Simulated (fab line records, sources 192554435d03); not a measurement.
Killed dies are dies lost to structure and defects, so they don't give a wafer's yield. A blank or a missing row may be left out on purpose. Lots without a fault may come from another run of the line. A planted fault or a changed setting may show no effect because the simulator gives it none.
Chamber matching | flow n5_finfet | N5_BEOL_M3_STRIP_36 on rie_diel-04: 4 sister chambers
The step strips in N2/H2. 8 wafers are shown with their chamber, then 9 later ones without.

WAFERS WITH THEIR CHAMBER
wafer  | chamber | throttle_valve_pct (%) | drypump_motor_current_A (A)
L082.5 | 2       | 23.6                   | 5.2
L086.6 | 0       | 23.1                   | 5.6
L088.1 | 1       | 24.0                   | 5.3
L088.2 | 3       | 24.0                   | 5.8
L088.3 | 0       | 23.1                   | 5.6
L093.1 | 2       | 23.6                   | 5.2
L093.2 | 3       | 24.1                   | 5.9
L093.5 | 1       | 24.0                   | 5.4

WAFERS WITHOUT THEIR CHAMBER
wafer  | throttle_valve_pct (%) | drypump_motor_current_A (A)
L094.1 | 24.1                   | 5.9
L094.5 | 23.6                   | 5.3
L094.6 | 24.0                   | 5.4
L095.1 | 24.1                   | 5.9
L095.3 | 23.2                   | 5.6
L095.4 | 24.0                   | 5.4
L096.1 | 24.1                   | 5.3
L096.3 | 23.6                   | 5.2
L096.4 | 23.2                   | 5.6

WHICH CHAMBER EACH WENT THROUGH
wafer  | from the rows above | in truth
L094.1 | 3                   | 3
L094.5 | 2                   | 2
L094.6 | 1                   | 1
L095.1 | 3                   | 3
L095.3 | 0                   | 0
L095.4 | 1                   | 1
L096.1 | 1                   | 1
L096.3 | 2                   | 2
L096.4 | 0                   | 0
Placed correctly: 9 of 9. Can't be placed from these rows: 0. Placed wrongly: 0.
How it was worked out, from the rows above alone: a wafer's distance from a chamber is the root of the sum, over the readings, of the square of ((its reading less the chamber's mean) divided by the reading's scatter). The wafer belongs to the nearest chamber; if the next one is less than 2 further off, it can't be placed. A chamber's mean is the mean of its shown wafers. The scatter: the root of (the sum of the squares of (reading less its chamber's mean) over the shown wafers, divided by (wafers less chambers)).
